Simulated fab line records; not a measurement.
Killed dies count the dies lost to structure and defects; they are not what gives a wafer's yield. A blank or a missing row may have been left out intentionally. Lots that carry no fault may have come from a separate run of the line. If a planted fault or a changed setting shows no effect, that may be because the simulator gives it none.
Split-lot trial	flow n5Finfet	21 wafers read from 7 lots, route of 1938 steps

ON THE SPLIT
At N5_BEOL_M14_SPUTTER_44 (material Ta, target thk 15 nm, time 24.19 s), the setting timeS was moved away from the recipe's 24.19 s on 8 of the 21 wafers read, by -3.8% to +14.9%. The other wafers ran this setting at the recipe's value.

Reading taken at the split's own step.

THE READING
Ta_of_BEOL_M14_SPUTTER_44.thkNm (the simulator's own value, which no gauge read), in nm, at N5_BEOL_M14_SPUTTER_44 (material Ta, target thk 15 nm, time 24.19 s). The file gives no usual value for it. The 13 wafers here that ran the recipe average 14.8 nm, standard deviation 0.2 nm.

wafer	tool, chamber at the split	timeS as run, s	against the recipe	Ta_of_BEOL_M14_SPUTTER_44.thkNm, nm	against lot-mates on the recipe
L076.1	pvdSputter-01, -	24.19	recipe	14.6	-
L076.5	pvdSputter-01, -	24.19	recipe	14.6	-
L076.2	pvdSputter-01, -	26.75	+10.6%	16.2	+1.6
L077.4	pvdSputter-03, -	24.19	recipe	14.6	-
L077.5	pvdSputter-03, -	24.19	recipe	14.6	-
L077.6	pvdSputter-03, -	27.1	+12.0%	16.4	+1.8
L082.1	pvdSputter-02, -	23.26	-3.8%	14	no lot-mate on the recipe
L082.2	pvdSputter-02, -	23.26	-3.8%	14	no lot-mate on the recipe
L082.5	pvdSputter-02, -	23.26	-3.8%	14	no lot-mate on the recipe
L084.2	pvdSputter-01, -	24.19	recipe	14.8	-
L084.5	pvdSputter-01, -	24.19	recipe	15	-
L084.6	pvdSputter-01, -	24.19	recipe	15	-
L089.1	pvdSputter-03, -	24.19	recipe	15.2	-
L089.4	pvdSputter-03, -	27.79	+14.9%	17.4	+2.2
L089.6	pvdSputter-03, -	27.79	+14.9%	17.2	+2.0
L093.2	pvdSputter-01, -	24.19	recipe	15	-
L093.4	pvdSputter-01, -	24.19	recipe	14.6	-
L093.5	pvdSputter-01, -	25.96	+7.3%	16	+1.2
L094.1	pvdSputter-01, -	24.19	recipe	14.8	-
L094.2	pvdSputter-01, -	24.19	recipe	14.8	-
L094.4	pvdSputter-01, -	24.19	recipe	14.6	-

THE FIT
A straight line over all 21 wafers: Ta_of_BEOL_M14_SPUTTER_44.thkNm changes by +0.162 nm for each +1% of timeS; r = +0.98; the points scatter about the line by 0.21 nm.
The same after taking each lot's own level away (the mean of its wafers on the recipe; 18 wafers): +0.145 nm for each +1%; r = +0.99; scatter 0.11 nm.
Per that fit: largest timeS move, reading shift of 2.2 nm.
The span of the lots' own levels, 14.60 to 15.20 nm, comes to 3.0 times the standard deviation stated above.
So the slope is not independent of the lot-to-lot level: the two fits are not the same.
Check: +2.16 nm against its lot-mates is what the line predicts for one of the wafers moved furthest among these (+14.9%) when that wafer is left out of the fit. It came out at +2.2 nm against them.

ADDITIONAL SPLITS CARRIED BY THESE WAFERS
Note: prior to the reading, these wafers also went through further splits. Each is held against what the fit with the lots' levels taken away leaves over:
other split on the same wafers	wafers away from the commonest value	r with Ta_of_BEOL_M14_SPUTTER_44.thkNm (lot level and that fit taken away)
N5_BEOL_M11_EXPOSE_08 doseMj	6	+0.03
N5_BEOL_M11_CURE_72 timeS	11	-0.01
N5_BEOL_M13_EXPOSE_07 doseMj	3	-0.14
N5_BEOL_M13_DESCUM_15 timeS	12	-0.01
N5_BEOL_M14_COAT_22 spinRpm	9	+0.47
N5_BEOL_M14_ETCH_68 timeS	5	-0.16

THE FILE'S OWN FIT
Ta_of_BEOL_M14_SPUTTER_44.thkNm changes by +0.148 nm for each +1% of timeS, r = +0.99.
